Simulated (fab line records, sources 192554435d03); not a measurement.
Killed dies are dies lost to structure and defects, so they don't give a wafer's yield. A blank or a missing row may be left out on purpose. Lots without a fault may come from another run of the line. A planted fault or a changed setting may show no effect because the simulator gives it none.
fab line records | flow n5_finfet | part 2 of 2: steps 5 to 6 of 6
record lots=24 wafers=72 last_day=22
route steps=1938 shown MOL_CONTACT_COAG@602 BEOL_M0_SAQP@668
lots that met no fault: from a run of the same line without faults
start_h: hours from the record's first day to the start of the lot's first wafer shown | wait_h: hours since the lot's step before | " the same as in the row above | L1.1+2: a row that stands for several wafers | - no value, or no start given | * or withheld: withheld | < > ~ a bound
route shown NAME@n: a module of which the file shows steps, and the number in the route of the first | usual: mean/standard deviation of fault-free wafers | same: alike in all rows | chamber/n: place in a boat | sites: the reading at each site | _std_site: their standard deviation | _edge_site: outer sites' mean less inner sites' | radius_mm: how far each site lies from the wafer's centre | mask NAME#n: copy n | behind: the tool/chamber that last shaped the wafer | hold: why the lot was held/for how many hours/how that ended | device: the transistor (n, p or np) that didn't switch | end of line: the same wafers' tests at the end of the route | a step without rows: its recipe alone | killed: dies lost to structure and defects at the first sort, not the wafer's yield | map: a wafer's dies, x killed, . not, _ none there
set.NAME: the setting as run; set.NAME@STEP: as run at that earlier step | model.NAME: the simulator's own value behind a step, which no gauge read
steps of the route over a sample of lots; a table a step, a row a wafer
services: from which hour (start_h, from the record's first day; less than 0 if before it) a tool's chamber was out of use, for how many hours, and why
## steps
# step N5_BEOL_M0_SAQP_RECESS_109
# recipe chemistry=HF/NH3 target=SiO2 target_depth_a=30 afs_cycles=1 temp_c=30 sublimation_temp_c=180 sublimation_time_s=60
# usual drypump_motor_current_A=5.2/0.32 foreline_p_Torr=0.1280/0.00049
# columns lot.wafer tool chamber start_h wait_h drypump_motor_current_A foreline_p_Torr
L074.1 vapor_etch-01 0 113.07 0.0 4.8 0.1275
L074.3 " 1 " " 5.8 0.1277
L074.5 " 0 " " 4.7 0.1280
L075.2 vapor_etch-02 1 120.43 0.0 5.1 0.1289
L075.4 " 0 " " 5.2 0.1281
L075.5 " 0 " " 5.2 0.1272
L076.4 vapor_etch-01 0 126.19 0.1 4.7 0.1283
L076.5 " 1 " " 5.8 0.1281
L076.6 " 0 " " 4.7 0.1278
L077.1 vapor_etch-02 0 127.63 0.0 5.2 0.1277
L077.4 " 0 " " 5.2 0.1276
L077.6 " 0 " " 5.2 0.1285
L078.4 vapor_etch-02 0 132.25 0.1 5.2 0.1282
L078.5 " 1 " " 5.1 0.1281
L078.6 " 0 " " 5.2 0.1280
L079.1 vapor_etch-01 0 142.50 0.0 4.7 0.1281
L079.3 " 0 " " 4.7 0.1281
L079.4 " 1 " " 5.8 0.1283
L080.3 vapor_etch-02 1 146.46 0.1 5.1 0.1275
L080.4 " 0 " " 5.2 0.1283
L080.5 " 0 " " 5.2 0.1282
L081.1 vapor_etch-02 0 150.82 0.0 5.2 0.1284
L081.2 " 1 " " 5.1 0.1278
L081.4 " 1 " " 5.2 0.1279
L082.1 vapor_etch-02 0 158.49 0.0 5.2 0.1273
L082.3 " 0 " " 5.2 0.1281
L082.6 " 0 " " 5.2 0.1276
L083.2 vapor_etch-02 0 169.53 0.0 5.2 0.1280
L083.3 " 1 " " 5.1 0.1278
L083.4 " 0 " " 5.2 0.1281
L084.4 vapor_etch-02 0 173.41 0.1 5.2 0.1277
L084.5 " 0 " " 5.2 0.1278
L084.6 " 1 " " 5.1 0.1282
L085.1 vapor_etch-02 0 178.30 0.0 5.2 0.1284
L085.2 " 1 " " 5.1 0.1287
L085.6 " 1 " " 5.1 0.1291
L086.3 vapor_etch-02 1 183.09 0.1 5.2 0.1276
L086.5 " 1 " " 5.1 0.1274
L086.6 " 0 " " 5.2 0.1284
L087.2 vapor_etch-01 1 190.71 0.0 5.8 0.1282
L087.4 " 0 " " 4.7 0.1279
L087.6 " 0 " " 4.7 0.1284
L088.2 vapor_etch-02 0 194.01 0.0 5.2 0.1279
L088.5 " 0 " " 5.2 0.1282
L088.6 " 1 " " 5.1 0.1302
L089.1 vapor_etch-02 1 200.23 0.0 5.1 0.1275
L089.2 " 0 " " 5.2 0.1281
L089.3 " 1 " " 5.1 0.1277
L090.3 vapor_etch-02 1 206.64 0.1 5.1 0.1262
L090.5 " 0 " " 5.2 0.1279
L090.6 " 1 " " 5.1 0.1265
L091.1 vapor_etch-02 0 212.20 0.0 5.3 0.1284
L091.2 " 1 " " 5.1 0.1281
L091.3 " 0 " " 5.2 0.1281
L092.1 vapor_etch-01 1 219.27 0.0 5.8 0.1278
L092.2 " 0 " " 4.7 0.1281
L092.5 " 0 " " 4.7 0.1278
L093.1 vapor_etch-01 1 221.78 0.0 5.8 0.1284
L093.4 " 1 " " 5.8 0.1280
L093.5 " 1 " " 5.9 0.1280
L094.1 vapor_etch-02 0 226.21 0.0 5.2 0.1278
L094.5 " 0 " " 5.2 0.1279
L094.6 " 1 " " 5.1 0.1280
L095.4 vapor_etch-01 1 234.29 0.1 5.8 0.1279
L095.5 " 0 " " 4.7 0.1282
L095.6 " 1 " " 5.8 0.1280
L096.3 vapor_etch-01 0 242.67 0.1 4.7 0.1284
L096.4 " 1 " " 5.8 0.1279
L096.6 " 1 " " 5.8 0.1281
L097.3 vapor_etch-02 1 253.21 0.3 5.1 0.1276
L097.4 " 0 " " 5.2 0.1283
L097.5 " 0 " " 5.2 0.1272
# step N5_BEOL_M0_SAQP_MANDREL2_REMOVE_110
# recipe chemistry=HBr/Cl2/O2 bt_time_s=10 target=a-Si stop_on=SiCN endpoint=OES-SiCl over_etch_frac=1 icp_w=600 bias_w=30 HBr_flow_sccm=150 Cl2_flow_sccm=80 O2_flow_sccm=5 pressure_mtorr=10
# usual bias_w=30.01/0.093 drypump_motor_current_A=5.6/0.43 he_backside_leak_sccm=2.70/0.27 oes_product_au=1.002/0.015 throttle_valve_pct=36.52/0.22
# columns lot.wafer tool chamber start_h wait_h bias_w drypump_motor_current_A he_backside_leak_sccm oes_product_au rf_hours_counter_h throttle_valve_pct
L074.1 rie_si-06 3 113.85 0.1 29.94 5.9 2.63 1.016 134 36.62
L074.3 " 0 " " 30.03 5.7 2.42 0.989 61 36.88
L074.5 " 3 " " 30.12 5.9 2.62 1.013 - 36.63
L075.2 rie_si-02 0 121.21 0.1 30.14 5.8 2.60 0.995 99 36.73
L075.4 " 3 " " 29.95 4.9 2.44 0.999 27 36.67
L075.5 " 3 " " 29.80 4.9 2.36 1.001 - 36.67
L076.4 rie_si-02 3 127.00 0.1 30.02 4.8 2.37 1.018 27 36.67
L076.5 " 0 " " 29.82 5.7 2.57 1.002 - 36.73
L076.6 " 3 " " 29.94 4.8 2.26 1.009 - 36.67
L077.1 rie_si-04 1 128.41 0.1 30.02 6.1 2.99 0.997 114 36.31
L077.4 " 2 " " 30.04 5.0 2.49 1.015 83 36.64
L077.6 " 2 " " 30.00 5.0 2.63 1.019 - 36.64
L078.4 rie_si-02 3 133.82 0.1 30.11 4.9 2.44 1.006 27 36.67
L078.5 " 1 " " 29.87 5.4 2.63 1.038 - 36.35
L078.6 " 0 " " 29.98 5.7 2.59 1.006 - 36.74
L079.1 rie_si-04 1 143.29 0.1 30.11 6.2 2.98 1.019 115 36.32
L079.3 " 2 " " 30.03 5.0 2.24 1.031 83 36.64
L079.4 " 0 " " 30.25 5.3 2.48 1.010 9 36.37
L080.3 rie_si-04 2 147.21 0.1 29.90 5.0 2.48 1.022 83 36.63
L080.4 " 1 " " 30.05 6.2 3.05 1.008 115 36.31
L080.5 " 3 " " 29.95 5.3 3.17 1.007 - 36.67
L081.1 rie_si-04 1 151.60 0.1 30.06 6.2 3.03 1.011 115 36.31
L081.2 " 3 " " 30.05 5.3 2.93 0.994 168 36.66
L081.4 " 0 " " 29.94 5.3 2.30 1.010 9 36.38
L082.1 rie_si-06 2 159.32 0.1 29.95 6.2 2.92 0.980 89 36.14
L082.3 " 1 " " 29.92 6.1 2.81 0.994 51 36.58
L082.6 " 2 " " 29.93 6.2 2.89 0.979 - 36.13
L083.2 rie_si-02 0 170.33 0.1 30.05 5.7 2.55 1.009 100 36.74
L083.3 " 1 " " 30.04 5.4 2.95 1.020 37 36.34
L083.4 " 2 " " 29.93 5.9 2.77 1.003 172 36.21
L084.4 rie_si-02 1 174.48 0.1 29.87 5.4 2.71 1.016 37 36.34
L084.5 " 1 " " 29.87 5.4 2.91 1.037 - 36.34
L084.6 " 0 " " 29.96 5.8 2.48 0.993 - 36.72
L085.1 rie_si-04 1 179.17 0.1 29.96 6.1 2.99 1.008 115 36.31
L085.2 " 2 " " 30.05 5.0 2.25 1.029 84 36.62
L085.6 " 0 " " 29.95 5.3 2.37 1.006 - 36.37
L086.3 rie_si-06 3 184.65 0.1 30.09 5.9 2.64 1.018 135 36.61
L086.5 " 2 " " 30.08 6.2 2.90 0.979 - 36.13
L086.6 " 3 " " 30.09 5.9 2.67 1.030 - 36.64
L087.2 rie_si-02 3 191.51 0.1 29.93 4.9 2.56 1.000 28 36.67
L087.4 " 1 " " 30.02 5.4 2.79 1.027 38 36.35
L087.6 " 3 " " 30.02 4.9 2.48 1.008 - 36.65
L088.2 rie_si-06 0 195.52 0.1 29.93 5.6 2.46 0.980 62 36.89
L088.5 " 1 " " 29.96 6.1 2.91 0.984 - 36.57
L088.6 " 0 " " 30.01 5.6 2.30 0.986 - 36.87
L089.1 rie_si-02 3 201.16 0.1 30.00 4.9 2.23 0.999 29 36.66
L089.2 " 2 " " 29.87 5.9 2.71 1.008 172 36.20
L089.3 " 1 " " 30.08 5.4 3.18 1.024 38 36.33
L090.3 rie_si-02 2 207.38 0.1 30.09 5.9 2.71 1.011 172 36.20
L090.5 " 2 " " 30.04 5.9 2.59 1.032 - 36.21
L090.6 " 1 " " 30.10 5.4 2.91 1.028 - 36.32
L091.1 rie_si-06 2 213.68 0.1 30.10 6.2 2.87 0.983 90 36.14
L091.2 " 3 " " 29.97 5.9 2.70 1.014 136 36.63
L091.3 " 1 " " 30.08 6.1 3.43 0.982 52 36.58
L092.1 rie_si-02 2 220.05 0.1 30.04 6.0 2.86 1.002 173 36.22
L092.2 " 3 " " 30.11 4.9 2.42 0.996 29 36.65
L092.5 " 0 " " 29.85 5.7 2.54 0.989 - 36.73
L093.1 rie_si-06 1 222.56 0.1 29.91 6.1 2.88 0.980 52 36.59
L093.4 " 2 " " 29.97 6.2 3.07 0.974 90 36.14
L093.5 " 1 " " 29.94 6.1 2.95 0.979 - 36.57
L094.1 rie_si-06 0 227.13 0.1 29.99 5.6 2.55 0.982 63 36.87
L094.5 " 3 " " 30.00 5.9 2.60 1.004 - 36.63
L094.6 " 2 " " 30.08 6.2 2.79 0.982 - 36.13
L095.4 rie_si-06 2 235.03 0.1 30.19 6.1 2.87 0.983 90 36.13
L095.5 " 0 " " 29.96 5.6 2.45 0.982 - 36.88
L095.6 " 1 " " 30.04 6.1 2.91 0.989 - 36.58
L096.3 rie_si-02 3 243.92 0.1 29.99 4.9 2.50 0.996 29 36.67
L096.4 " 2 " " 30.08 5.9 2.82 0.999 173 36.21
L096.6 " 3 " " 30.18 4.9 2.39 0.997 - 36.67
L097.3 rie_si-02 2 253.95 0.1 30.03 5.9 2.66 0.997 173 36.21
L097.4 " 1 " " 29.91 5.4 3.14 1.006 39 36.34
L097.5 " 3 " " 30.07 4.9 2.51 0.996 - 36.65
## services
# columns tool chamber start_h hours kind
rie_diel-04 3 81.15 6.9 repair
rie_si-04 2 86.80 6.4 repair
rie_si-06 0 89.30 10.1 repair
rie_si-06 3 95.45 8.2 repair
rie_si-04 3 102.90 8.9 repair
rie_diel-05 0 113.99 - clean
rie_diel-05 0 113.99 - consumable_replace:focus_ring
rie_diel-05 0 113.99 24.4 scheduled_down
rie_diel-05 0 113.99 24.4 vent_cycle
rie_diel-05 1 126.71 2.8 repair
rie_diel-05 2 144.20 3.8 repair
rie_diel-04 0 157.01 - clean
rie_diel-04 0 157.01 - consumable_replace:focus_ring
rie_diel-05 1 157.39 - clean
rie_diel-05 1 157.39 - consumable_replace:focus_ring
rie_diel-05 1 157.39 - consumable_replace:showerhead
rie_diel-05 - 172.97 2.8 pm
rie_si-06 0 180.07 11.6 repair
rie_si-06 2 193.58 4.4 repair
vapor_etch-01 - 198.71 15.6 pm
vapor_etch-01 - 216.11 0.1 repair
rie_si-02 - 237.49 2.8 pm
rie_diel-02 - 238.40 0.2 repair
rie_diel-02 0 251.28 2.0 repair
